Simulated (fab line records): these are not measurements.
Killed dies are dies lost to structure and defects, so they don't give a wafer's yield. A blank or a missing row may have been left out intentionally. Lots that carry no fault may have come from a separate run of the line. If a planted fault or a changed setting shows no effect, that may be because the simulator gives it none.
fab line records ; flow n5-finfet ; part 1 of 2: steps 1 to 4 of 6
record lots=23; wafers=69; last-day=19
route steps=1938 shown BEOL_M9@1414
lots that met no fault: from a run of the same line without faults
start-h: hours from the record's opening day to when the first of the lot's shown wafers began ; wait-h: hours since the lot's step before ; " same as the row above ; L1.1+2: a single row standing in for several wafers ; - no value present, or no start provided ; * or withheld: withheld ; < > ~ a bound
route shown NAME@n: names a module that has steps shown in the file, with the first one's number in the route ; usual: mean/standard deviation taken from wafers without a fault ; same: alike in all rows ; chamber/n: place in a boat ; sites: the reading at each site ; _std_site: standard deviation of those values ; _edge_site: mean of outer sites minus mean of inner sites ; radius-mm: for every site, how far away it sits from the centre of the wafer ; mask NAME#n: copy n ; behind: tool/chamber where the wafer was last shaped ; hold: why the lot was held/for how many hours/how that ended ; device: whichever transistor did not switch (one of n, p or np) ; end of line: the same wafers' tests at the end of the route ; a step with no rows: only its recipe ; killed: the dies lost at the first sort to structure and to defects; this is not the yield of the wafer ; map: dies across one wafer; x = killed, . = not, _ = none there
set.NAME: the run value of the setting; set.NAME@STEP: its run value at that earlier step ; model.NAME: the simulator's own value behind a step, which no gauge read
the route's steps for a sample of lots (tables are steps, rows are wafers)
services: from which hour (start-h, from the record's first day; less than 0 if before it) a tool's chamber was out of use, for how many hours, and why
## steps
# step N5_BEOL_M9_CD_MEAS_11
# recipe target-cd-nm=64.1; landing-energy-ev=500; detector=se-inlens; polarity=opening
# usual cd-nm=63.9/0.43
# same landing-energy-ev=500
lot.wafer;tool;chamber;start-h;wait-h;cd-nm
L074.2;cd-sem-03;0;201.96;-;63.9
L074.3;cd-sem-03;0;201.96;-;64.2
L074.5;cd-sem-03;0;201.96;-;64.0
L076.2;cd-sem-03;0;213.65;-;64.5
L076.4;cd-sem-03;0;213.65;-;63.9
L076.5;cd-sem-03;0;213.65;-;64.0
L075.3;cd-sem-03;0;213.83;-;64.1
L075.5;cd-sem-03;0;213.83;-;64.3
L075.6;cd-sem-03;0;213.83;-;63.9
L077.2;cd-sem-03;0;227.30;-;62.8
L077.4;cd-sem-03;0;227.30;-;63.3
L077.5;cd-sem-03;0;227.30;-;63.3
L079.3;cd-sem-02;0;236.73;-;63.8
L079.4;cd-sem-02;0;236.73;-;64.3
L079.6;cd-sem-02;0;236.73;-;63.7
L078.1;cd-sem-02;0;237.08;-;63.9
L078.3;cd-sem-02;0;237.08;-;64.1
L078.5;cd-sem-02;0;237.08;-;64.3
L080.1;cd-sem-01;0;240.59;-;63.9
L080.3;cd-sem-01;0;240.59;-;64.2
L080.4;cd-sem-01;0;240.59;-;64.1
L081.1;cd-sem-03;0;255.83;-;63.9
L081.2;cd-sem-03;0;255.83;-;64.3
L081.5;cd-sem-03;0;255.83;-;64.4
L082.1;cd-sem-02;0;263.09;-;63.7
L082.3;cd-sem-02;0;263.09;-;64.1
L082.4;cd-sem-02;0;263.09;-;64.4
L083.1;cd-sem-01;0;279.35;-;64.3
L083.3;cd-sem-01;0;279.35;-;64.1
L083.6;cd-sem-01;0;279.35;-;64.0
L084.1;cd-sem-01;0;284.21;-;63.9
L084.3;cd-sem-01;0;284.21;-;63.5
L084.4;cd-sem-01;0;284.21;-;63.5
L085.3;cd-sem-01;0;306.18;-;63.5
L085.4;cd-sem-01;0;306.18;-;63.5
L085.6;cd-sem-01;0;306.18;-;63.4
L087.3;cd-sem-02;0;306.21;-;63.9
L087.5;cd-sem-02;0;306.21;-;63.8
L087.6;cd-sem-02;0;306.21;-;63.3
L086.1;cd-sem-03;0;306.54;-;63.8
L086.2;cd-sem-03;0;306.54;-;64.3
L086.6;cd-sem-03;0;306.54;-;63.8
L090.1;cd-sem-03;0;313.14;-;64.0
L090.2;cd-sem-03;0;313.14;-;63.5
L090.4;cd-sem-03;0;313.14;-;63.8
L089.3;cd-sem-03;0;313.30;-;63.7
L089.5;cd-sem-03;0;313.30;-;63.7
L089.6;cd-sem-03;0;313.30;-;63.1
L091.1;cd-sem-01;0;321.96;-;64.6
L091.2;cd-sem-01;0;321.96;-;64.4
L091.4;cd-sem-01;0;321.96;-;64.4
L092.1;cd-sem-03;0;322.61;-;64.1
L092.2;cd-sem-03;0;322.61;-;63.6
L092.6;cd-sem-03;0;322.61;-;64.3
L093.1;cd-sem-01;0;331.97;-;64.5
L093.3;cd-sem-01;0;331.97;-;63.9
L093.6;cd-sem-01;0;331.97;-;64.6
L094.1;cd-sem-02;0;332.19;-;63.7
L094.3;cd-sem-02;0;332.19;-;63.7
L094.4;cd-sem-02;0;332.19;-;64.1
L095.1;cd-sem-01;0;341.52;-;63.3
L095.2;cd-sem-01;0;341.52;-;63.4
L095.5;cd-sem-01;0;341.52;-;63.6
L096.1;cd-sem-01;0;358.72;-;64.5
L096.5;cd-sem-01;0;358.72;-;64.3
L096.6;cd-sem-01;0;358.72;-;64.7
L097.2;cd-sem-01;0;369.07;-;63.7
L097.5;cd-sem-01;0;369.07;-;64.4
L097.6;cd-sem-01;0;369.07;-;64.1
# step N5_BEOL_M9_STRIP_67
# recipe chemistry=CF4; resist=SiARC; power-w=300; bias-power-w=75; pressure-mtorr=50; cf4-flow-sccm=150; rf-frequency-hz=6e+07
# usual drypump-motor-current-A=5.8/0.41; oes-product-au=0.75/0.055; rf-vpp-V=271.4/1.3; showerhead-plenum-p-Torr=1.81/0.046; throttle-valve-pct=13.65/0.17
lot.wafer;tool;chamber;start-h;wait-h;drypump-motor-current-A;oes-product-au;rf-hours-counter-h;rf-vpp-V;showerhead-plenum-p-Torr;throttle-valve-pct
L074.2;rie-diel-03;3;202.92;0.0;5.6;0.70;215;270.7;1.77;13.76
L074.3;rie-diel-03;2;202.92;0.0;5.5;0.74;186;272.3;1.79;13.49
L074.5;rie-diel-03;0;202.92;0.0;6.4;0.73;-;271.0;1.78;13.72
L076.2;rie-diel-03;1;214.15;0.0;6.0;0.86;46;270.7;1.76;13.37
L076.4;rie-diel-03;0;214.15;0.0;6.3;0.73;214;271.7;1.78;13.74
L076.5;rie-diel-03;1;214.15;0.0;6.1;0.85;-;269.1;1.76;13.40
L075.3;rie-diel-05;1;214.40;0.0;5.8;0.73;177;270.7;1.86;13.69
L075.5;rie-diel-05;2;214.40;0.0;5.7;0.73;-;271.9;1.85;13.89
L075.6;rie-diel-05;3;214.40;0.0;5.8;0.82;-;273.6;1.88;13.49
L077.2;rie-diel-05;3;227.75;0.0;5.7;0.83;67;273.7;1.88;13.52
L077.4;rie-diel-05;2;227.75;0.0;5.7;0.72;215;272.0;1.85;13.90
L077.5;rie-diel-05;1;227.75;0.0;5.8;0.72;-;273.3;1.86;13.71
L079.3;rie-diel-04;2;237.08;0.0;6.5;0.72;218;270.5;1.78;13.64
L079.4;rie-diel-04;1;237.08;0.0;6.1;0.75;161;271.5;1.79;13.79
L079.6;rie-diel-04;3;237.08;0.0;6.4;0.70;-;271.2;1.78;13.58
L078.1;rie-diel-05;3;237.39;0.0;5.7;0.82;69;273.8;1.88;13.50
L078.3;rie-diel-05;0;237.39;0.0;5.2;0.78;103;271.2;1.80;13.71
L078.5;rie-diel-05;1;237.39;0.0;5.8;0.72;-;272.3;1.86;13.71
L080.1;rie-diel-04;1;240.91;0.0;6.2;0.74;162;270.2;1.79;13.81
L080.3;rie-diel-04;0;240.91;0.0;5.4;0.82;80;272.3;1.88;13.39
L080.4;rie-diel-04;3;240.91;0.0;6.5;0.71;191;271.1;1.78;13.59
L081.1;rie-diel-03;0;256.15;0.0;6.4;0.71;227;270.9;1.77;13.76
L081.2;rie-diel-03;1;256.15;0.0;6.0;0.83;57;269.1;1.75;13.42
L081.5;rie-diel-03;1;256.15;0.0;6.0;0.84;-;270.8;1.75;13.41
L082.1;rie-diel-04;2;263.41;0.0;6.5;0.72;226;269.6;1.78;13.64
L082.3;rie-diel-04;0;263.41;0.0;5.4;0.82;86;274.1;1.88;13.43
L082.4;rie-diel-04;3;263.41;0.0;6.5;0.70;197;272.2;1.78;13.63
L083.1;rie-diel-04;0;279.67;0.0;5.4;0.81;92;273.2;1.88;13.41
L083.3;rie-diel-04;1;279.67;0.0;6.2;0.74;175;270.2;1.79;13.83
L083.6;rie-diel-04;3;279.67;0.0;6.4;0.70;-;271.3;1.78;13.62
L084.1;rie-diel-05;3;284.60;0.0;5.7;0.81;82;273.0;1.87;13.55
L084.3;rie-diel-05;1;284.60;0.0;5.8;0.71;197;270.4;1.85;13.73
L084.4;rie-diel-05;0;284.60;0.0;5.2;0.77;117;270.1;1.80;13.77
L085.3;rie-diel-04;0;306.49;0.0;5.4;0.80;96;273.7;1.88;13.43
L085.4;rie-diel-04;2;306.49;0.0;6.5;0.71;238;270.9;1.77;13.68
L085.6;rie-diel-04;0;306.49;0.0;5.4;0.80;-;273.3;1.88;13.43
L087.3;rie-diel-05;3;306.64;0.0;5.7;0.80;89;271.9;1.87;13.55
L087.5;rie-diel-05;3;306.64;0.0;5.7;0.80;-;273.1;1.87;13.58
L087.6;rie-diel-05;0;306.64;0.0;5.2;0.77;-;271.8;1.80;13.78
L086.1;rie-diel-03;3;306.86;0.0;5.6;0.67;243;272.2;1.76;13.83
L086.2;rie-diel-03;0;306.86;0.0;6.4;0.71;238;270.4;1.77;13.79
L086.6;rie-diel-03;3;306.86;0.0;5.6;0.68;-;270.2;1.76;13.82
L090.1;rie-diel-03;2;313.46;0.0;5.4;0.71;217;269.8;1.78;13.58
L090.2;rie-diel-03;0;313.46;0.0;6.3;0.71;241;272.3;1.77;13.79
L090.4;rie-diel-03;0;313.46;0.0;6.3;0.70;-;269.2;1.77;13.78
L089.3;rie-diel-05;3;313.62;0.0;5.7;0.79;91;272.3;1.87;13.55
L089.5;rie-diel-05;0;313.62;0.0;5.2;0.77;-;271.1;1.79;13.76
L089.6;rie-diel-05;1;313.62;0.0;5.8;0.70;-;271.8;1.85;13.78
L091.1;rie-diel-04;1;322.28;0.0;6.2;0.73;187;273.3;1.78;13.85
L091.2;rie-diel-04;3;322.28;0.0;6.4;0.68;210;270.5;1.77;13.64
L091.4;rie-diel-04;0;322.28;0.0;5.5;0.80;102;273.8;1.88;13.45
L092.1;rie-diel-03;3;322.93;0.0;5.6;0.67;247;270.4;1.76;13.83
L092.2;rie-diel-03;2;322.93;0.0;5.5;0.71;221;270.3;1.78;13.59
L092.6;rie-diel-03;1;322.93;0.0;6.1;0.82;-;268.5;1.75;13.45
L093.1;rie-diel-05;1;332.29;0.0;5.8;0.70;212;272.1;1.85;13.79
L093.3;rie-diel-05;3;332.29;0.0;5.7;0.79;97;273.3;1.87;13.56
L093.6;rie-diel-05;0;332.29;0.0;5.2;0.76;-;271.4;1.79;13.81
L094.1;rie-diel-05;3;332.54;0.0;5.7;0.79;97;272.3;1.87;13.59
L094.3;rie-diel-05;2;332.54;0.0;5.7;0.70;242;271.0;1.84;13.96
L094.4;rie-diel-05;0;332.54;0.0;5.2;0.76;133;271.8;1.79;13.79
L095.1;rie-diel-04;0;341.84;0.0;5.5;0.80;108;272.8;1.88;13.45
L095.2;rie-diel-04;1;341.84;0.0;6.2;0.72;193;270.6;1.78;13.88
L095.5;rie-diel-04;3;341.84;0.0;6.4;0.69;-;270.5;1.77;13.65
L096.1;rie-diel-04;3;359.48;0.0;6.4;0.68;223;271.2;1.77;13.67
L096.5;rie-diel-04;3;359.48;0.0;6.4;0.68;-;271.9;1.77;13.66
L096.6;rie-diel-04;1;359.48;0.0;6.2;0.72;-;273.4;1.78;13.88
L097.2;rie-diel-03;2;369.39;0.0;5.4;0.70;239;269.7;1.77;13.62
L097.5;rie-diel-03;2;369.39;0.0;5.4;0.69;-;271.0;1.77;13.62
L097.6;rie-diel-03;1;369.39;0.0;6.1;0.80;-;271.1;1.74;13.50
# step N5_BEOL_M9_ETCH_76
# recipe chemistry=N2/H2; target=underlayer; target-depth-a=65; mask-material=CAR-EUV; time-s=5.2; ion-energy-ev=200; pressure-mtorr=30; source-w=840; bias-w=150; n2-flow-sccm=200; h2-flow-sccm=200; ends=cleared
# usual drypump-motor-current-A=5.8/0.39; etch-rf-on-time-s=5.19/0.088; oes-product-au=0.63/0.049; rf-vpp-V=524.5/2.2; showerhead-plenum-p-Torr=2.56/0.07; throttle-valve-pct=17.96/0.15
lot.wafer;tool;chamber;start-h;wait-h;drypump-motor-current-A;etch-rf-on-time-s;oes-product-au;rf-hours-counter-h;rf-vpp-V;showerhead-plenum-p-Torr;throttle-valve-pct
L074.2;rie-diel-03;2;206.17;0.0;5.5;5.08;0.63;187;523.1;2.52;17.73
L074.3;rie-diel-03;3;206.17;0.0;5.6;5.16;0.60;216;522.6;2.52;17.98
L074.5;rie-diel-03;2;206.17;0.0;5.5;5.12;0.64;-;522.1;2.52;17.72
L076.2;rie-diel-05;1;215.06;0.0;5.8;5.22;0.61;177;527.5;2.64;17.92
L076.4;rie-diel-05;0;215.06;0.0;5.2;5.24;0.67;97;524.4;2.56;18.19
L076.5;rie-diel-05;2;215.06;0.0;5.7;5.27;0.62;-;524.7;2.62;18.13
L075.3;rie-diel-03;3;215.21;0.0;5.6;5.19;0.59;219;522.8;2.51;17.98
L075.5;rie-diel-03;0;215.21;0.0;6.4;5.12;0.61;-;524.1;2.51;17.86
L075.6;rie-diel-03;3;215.21;0.0;5.6;5.21;0.60;-;524.6;2.51;17.98
L077.2;rie-diel-03;0;229.71;0.0;6.4;5.14;0.61;219;522.3;2.51;17.89
L077.4;rie-diel-03;2;229.71;0.0;5.5;5.05;0.62;195;526.2;2.52;17.74
L077.5;rie-diel-03;3;229.71;0.0;5.6;5.12;0.60;-;525.2;2.51;17.98
L078.1;rie-diel-03;2;240.68;0.0;5.5;5.13;0.63;198;523.3;2.52;17.76
L078.3;rie-diel-03;0;240.68;0.0;6.4;5.17;0.61;223;524.7;2.50;17.94
L078.5;rie-diel-03;3;240.68;0.0;5.6;5.21;0.58;-;521.6;2.51;18.01
L079.3;rie-diel-04;2;240.96;0.0;6.6;5.31;0.60;219;525.8;2.52;17.90
L079.4;rie-diel-04;1;240.96;0.0;6.2;5.33;0.62;162;526.5;2.54;18.12
L079.6;rie-diel-04;1;240.96;0.0;6.2;5.29;0.63;-;525.2;2.54;18.11
L080.1;rie-diel-05;3;241.77;0.0;5.8;5.15;0.70;71;527.5;2.70;17.93
L080.3;rie-diel-05;1;241.77;0.0;5.8;5.28;0.62;186;526.8;2.64;17.94
L080.4;rie-diel-05;2;241.77;0.0;5.8;5.36;0.60;219;524.7;2.61;18.09
L081.1;rie-diel-05;1;258.44;0.0;5.8;5.19;0.61;191;527.0;2.64;17.95
L081.2;rie-diel-05;2;258.44;0.0;5.7;5.29;0.60;223;525.0;2.61;18.12
L081.5;rie-diel-05;0;258.44;0.0;5.3;5.22;0.66;-;526.2;2.56;18.21
L082.1;rie-diel-04;2;265.97;0.0;6.5;5.22;0.61;227;523.3;2.52;17.93
L082.3;rie-diel-04;0;265.97;0.0;5.5;5.11;0.70;87;530.6;2.68;17.69
L082.4;rie-diel-04;2;265.97;0.0;6.5;5.17;0.61;-;523.1;2.52;17.95
L083.1;rie-diel-04;2;280.49;0.0;6.5;5.14;0.60;232;524.0;2.52;17.97
L083.3;rie-diel-04;0;280.49;0.0;5.4;5.05;0.71;92;528.9;2.68;17.70
L083.6;rie-diel-04;1;280.49;0.0;6.1;5.22;0.62;-;521.6;2.53;18.13
L084.1;rie-diel-05;1;286.78;0.0;5.8;5.22;0.60;198;524.8;2.63;17.98
L084.3;rie-diel-05;0;286.78;0.0;5.2;5.26;0.65;118;523.8;2.55;18.23
L084.4;rie-diel-05;3;286.78;0.0;5.7;5.10;0.68;83;526.8;2.69;17.95
L085.3;rie-diel-05;2;307.33;0.0;5.7;5.24;0.60;236;526.8;2.61;18.14
L085.4;rie-diel-05;0;307.33;0.0;5.2;5.27;0.65;124;526.4;2.55;18.23
L085.6;rie-diel-05;1;307.33;0.0;5.8;5.21;0.61;-;526.4;2.63;17.97
L087.3;rie-diel-03;0;307.66;0.0;6.4;5.13;0.60;239;522.8;2.50;17.94
L087.5;rie-diel-03;1;307.66;0.0;6.0;5.06;0.71;-;520.1;2.47;17.87
L087.6;rie-diel-03;2;307.66;0.0;5.5;5.13;0.61;-;525.3;2.51;17.78
L086.1;rie-diel-04;0;308.72;0.0;5.5;5.13;0.69;97;526.5;2.68;17.71
L086.2;rie-diel-04;1;308.72;0.0;6.2;5.27;0.62;182;524.1;2.53;18.14
L086.6;rie-diel-04;1;308.72;0.0;6.2;5.28;0.62;-;521.8;2.53;18.14
L090.1;rie-diel-05;0;314.80;0.0;5.2;5.26;0.65;126;526.8;2.55;18.24
L090.2;rie-diel-05;1;314.80;0.0;5.8;5.24;0.60;207;526.1;2.63;17.99
L090.4;rie-diel-05;3;314.80;0.0;5.7;5.14;0.69;91;528.9;2.69;17.94
L089.3;rie-diel-03;2;314.84;0.0;5.5;5.11;0.60;217;523.4;2.51;17.78
L089.5;rie-diel-03;0;314.84;0.0;6.3;5.13;0.60;-;523.6;2.50;17.93
L089.6;rie-diel-03;3;314.84;0.0;5.6;5.14;0.57;-;524.0;2.50;18.04
L092.1;rie-diel-03;1;324.49;0.0;6.0;4.97;0.71;75;521.6;2.47;17.88
L092.2;rie-diel-03;2;324.49;0.0;5.5;5.10;0.61;221;522.0;2.51;17.79
L092.6;rie-diel-03;0;324.49;0.0;6.4;5.19;0.60;-;523.2;2.50;17.95
L091.1;rie-diel-05;0;324.67;0.0;5.2;5.24;0.64;129;523.0;2.55;18.24
L091.2;rie-diel-05;2;324.67;0.0;5.7;5.39;0.59;241;526.2;2.60;18.15
L091.4;rie-diel-05;3;324.67;0.0;5.7;5.15;0.68;94;528.0;2.68;17.96
L093.1;rie-diel-04;0;335.79;0.0;5.5;5.14;0.68;106;526.7;2.67;17.73
L093.3;rie-diel-04;1;335.79;0.0;6.2;5.28;0.61;191;524.5;2.53;18.16
L093.6;rie-diel-04;0;335.79;0.0;5.5;5.17;0.67;-;526.0;2.67;17.74
L094.1;rie-diel-03;2;336.48;0.0;5.4;5.06;0.61;225;523.9;2.51;17.78
L094.3;rie-diel-03;1;336.48;0.0;6.1;5.01;0.71;80;521.6;2.47;17.88
L094.4;rie-diel-03;2;336.48;0.0;5.4;5.11;0.61;-;520.6;2.51;17.77
L095.1;rie-diel-04;1;342.80;0.0;6.2;5.27;0.60;193;524.8;2.53;18.18
L095.2;rie-diel-04;0;342.80;0.0;5.4;5.11;0.68;108;528.5;2.67;17.75
L095.5;rie-diel-04;1;342.80;0.0;6.2;5.29;0.61;-;523.8;2.53;18.16
L096.1;rie-diel-05;0;362.72;0.0;5.2;5.26;0.62;144;523.4;2.54;18.28
L096.5;rie-diel-05;3;362.72;0.0;5.7;5.15;0.67;-;525.6;2.68;17.99
L096.6;rie-diel-05;1;362.72;0.0;5.8;5.30;0.57;-;524.0;2.62;18.00
L097.2;rie-diel-03;1;373.78;0.0;6.1;5.11;0.69;96;522.6;2.46;17.92
L097.5;rie-diel-03;3;373.78;0.0;5.6;5.34;0.80;-;523.7;2.50;17.66
L097.6;rie-diel-03;2;373.78;0.0;5.5;5.15;0.59;-;524.6;2.50;17.83
# step N5_BEOL_M9_ETCH_66
# recipe chemistry=N2/H2; target=SOC; target-depth-a=800; overetch-a=160; mask-material=SiARC; temp-c=40; time-s=120; ion-energy-ev=200; pressure-mtorr=30; source-w=840; bias-w=150; n2-flow-sccm=200; h2-flow-sccm=200
# usual drypump-motor-current-A=5.8/0.39; oes-product-au=0.57/0.04; rf-vpp-V=524.5/2.1; showerhead-plenum-p-Torr=2.56/0.07; throttle-valve-pct=17.92/0.15
lot.wafer;tool;chamber;start-h;wait-h;drypump-motor-current-A;oes-product-au;rf-hours-counter-h;rf-vpp-V;showerhead-plenum-p-Torr;throttle-valve-pct
L074.2;rie-diel-03;2;206.21;0.0;5.4;0.57;187;525.4;2.52;17.69
L074.3;rie-diel-03;3;206.21;0.0;5.6;0.53;216;523.6;2.52;17.93
L074.5;rie-diel-03;2;206.21;0.0;5.5;0.56;-;523.2;2.52;17.67
L076.2;rie-diel-05;1;215.10;0.0;5.8;0.56;177;526.1;2.64;17.87
L076.4;rie-diel-05;0;215.10;0.0;5.3;0.62;97;524.4;2.56;18.15
L076.5;rie-diel-05;2;215.10;0.0;5.7;0.56;-;527.9;2.62;18.04
L075.3;rie-diel-03;3;215.26;0.0;5.6;0.53;219;522.5;2.51;17.93
L075.5;rie-diel-03;0;215.26;0.0;6.4;0.56;-;523.9;2.51;17.84
L075.6;rie-diel-03;3;215.26;0.0;5.6;0.53;-;522.2;2.51;17.95
L077.2;rie-diel-03;0;229.75;0.0;6.4;0.56;219;523.4;2.51;17.85
L077.4;rie-diel-03;2;229.75;0.0;5.5;0.56;195;522.5;2.52;17.71
L077.5;rie-diel-03;3;229.75;0.0;5.6;0.53;-;523.2;2.51;17.96
L078.1;rie-diel-03;2;240.72;0.0;5.5;0.56;198;521.3;2.52;17.72
L078.3;rie-diel-03;0;240.72;0.0;6.3;0.55;223;523.0;2.50;17.87
L078.5;rie-diel-03;3;240.72;0.0;5.6;0.53;-;522.1;2.51;17.95
L079.3;rie-diel-04;2;241.01;0.0;6.5;0.55;219;523.7;2.52;17.88
L079.4;rie-diel-04;1;241.01;0.0;6.2;0.58;162;523.5;2.54;18.08
L079.6;rie-diel-04;1;241.01;0.0;6.2;0.56;-;522.7;2.54;18.06
L080.1;rie-diel-05;3;241.82;0.0;5.8;0.63;71;527.7;2.69;17.89
L080.3;rie-diel-05;1;241.82;0.0;5.8;0.55;186;526.3;2.64;17.90
L080.4;rie-diel-05;2;241.82;0.0;5.7;0.55;219;527.1;2.61;18.07
L081.1;rie-diel-05;1;258.49;0.0;5.8;0.54;191;527.3;2.63;17.92
L081.2;rie-diel-05;2;258.49;0.0;5.7;0.55;223;526.5;2.61;18.08
L081.5;rie-diel-05;0;258.49;0.0;5.2;0.59;-;525.7;2.56;18.19
L082.1;rie-diel-04;2;266.02;0.0;6.5;0.55;227;522.8;2.52;17.88
L082.3;rie-diel-04;0;266.02;0.0;5.4;0.63;87;526.8;2.68;17.66
L082.4;rie-diel-04;2;266.02;0.0;6.5;0.55;-;522.6;2.52;17.89
L083.1;rie-diel-04;2;280.53;0.0;6.6;0.54;232;521.2;2.52;17.90
L083.3;rie-diel-04;0;280.53;0.0;5.5;0.62;92;528.4;2.68;17.66
L083.6;rie-diel-04;1;280.53;0.0;6.2;0.57;-;522.0;2.53;18.11
L084.1;rie-diel-05;1;286.83;0.0;5.8;0.55;198;526.6;2.63;17.94
L084.3;rie-diel-05;0;286.83;0.0;5.3;0.59;118;524.3;2.55;18.17
L084.4;rie-diel-05;3;286.83;0.0;5.7;0.62;83;528.8;2.69;17.90
L085.3;rie-diel-05;2;307.37;0.0;5.7;0.54;236;525.3;2.61;18.10
L085.4;rie-diel-05;0;307.37;0.0;5.2;0.58;124;526.0;2.55;18.19
L085.6;rie-diel-05;1;307.37;0.0;5.8;0.54;-;525.7;2.63;17.95
L087.3;rie-diel-03;0;307.70;0.0;6.3;0.54;239;523.5;2.50;17.89
L087.5;rie-diel-03;1;307.70;0.0;6.0;0.63;-;522.4;2.47;17.82
L087.6;rie-diel-03;2;307.70;0.0;5.5;0.55;-;523.0;2.51;17.74
L086.1;rie-diel-04;0;308.76;0.0;5.4;0.61;97;527.3;2.68;17.67
L086.2;rie-diel-04;1;308.76;0.0;6.2;0.56;182;523.2;2.53;18.10
L086.6;rie-diel-04;1;308.76;0.0;6.2;0.56;-;523.8;2.53;18.09
L090.1;rie-diel-05;0;314.85;0.0;5.3;0.58;126;525.4;2.55;18.19
L090.2;rie-diel-05;1;314.85;0.0;5.8;0.54;207;525.5;2.63;17.94
L090.4;rie-diel-05;3;314.85;0.0;5.7;0.60;91;527.7;2.69;17.91
L089.3;rie-diel-03;2;314.89;0.0;5.5;0.55;218;524.2;2.51;17.73
L089.5;rie-diel-03;0;314.89;0.0;6.4;0.55;-;521.7;2.50;17.91
L089.6;rie-diel-03;3;314.89;0.0;5.6;0.52;-;522.8;2.50;17.99
L092.1;rie-diel-03;1;324.53;0.0;6.1;0.63;75;521.7;2.47;17.83
L092.2;rie-diel-03;2;324.53;0.0;5.5;0.55;221;524.7;2.51;17.76
L092.6;rie-diel-03;0;324.53;0.0;6.4;0.54;-;522.0;2.49;17.89
L091.1;rie-diel-05;0;324.71;0.0;5.2;0.59;129;523.5;2.55;18.22
L091.2;rie-diel-05;2;324.71;0.0;5.7;0.54;241;526.5;2.60;18.12
L091.4;rie-diel-05;3;324.71;0.0;5.7;0.61;94;528.6;2.68;17.92
L093.1;rie-diel-04;0;335.83;0.0;5.4;0.61;106;527.2;2.67;17.71
L093.3;rie-diel-04;1;335.83;0.0;6.2;0.55;191;523.2;2.53;18.12
L093.6;rie-diel-04;0;335.83;0.0;5.4;0.61;-;526.8;2.67;17.69
L094.1;rie-diel-03;2;336.53;0.0;5.4;0.54;225;524.3;2.51;17.75
L094.3;rie-diel-03;1;336.53;0.0;6.0;0.62;80;522.5;2.47;17.83
L094.4;rie-diel-03;2;336.53;0.0;5.5;0.54;-;522.6;2.51;17.76
L095.1;rie-diel-04;1;342.84;0.0;6.3;0.55;193;524.7;2.53;18.14
L095.2;rie-diel-04;0;342.84;0.0;5.4;0.61;108;528.4;2.67;17.69
L095.5;rie-diel-04;1;342.84;0.0;6.2;0.55;-;523.8;2.53;18.12
L096.1;rie-diel-05;0;362.76;0.0;5.2;0.57;144;524.8;2.54;18.22
L096.5;rie-diel-05;3;362.76;0.0;5.7;0.59;-;527.4;2.68;17.95
L096.6;rie-diel-05;1;362.76;0.0;5.8;0.53;-;526.4;2.62;17.96
L097.2;rie-diel-03;1;373.82;0.0;6.0;0.61;96;521.3;2.46;17.87
L097.5;rie-diel-03;3;373.82;0.0;5.6;0.71;-;523.0;2.50;17.62
L097.6;rie-diel-03;2;373.82;0.0;5.5;0.54;-;523.2;2.50;17.77
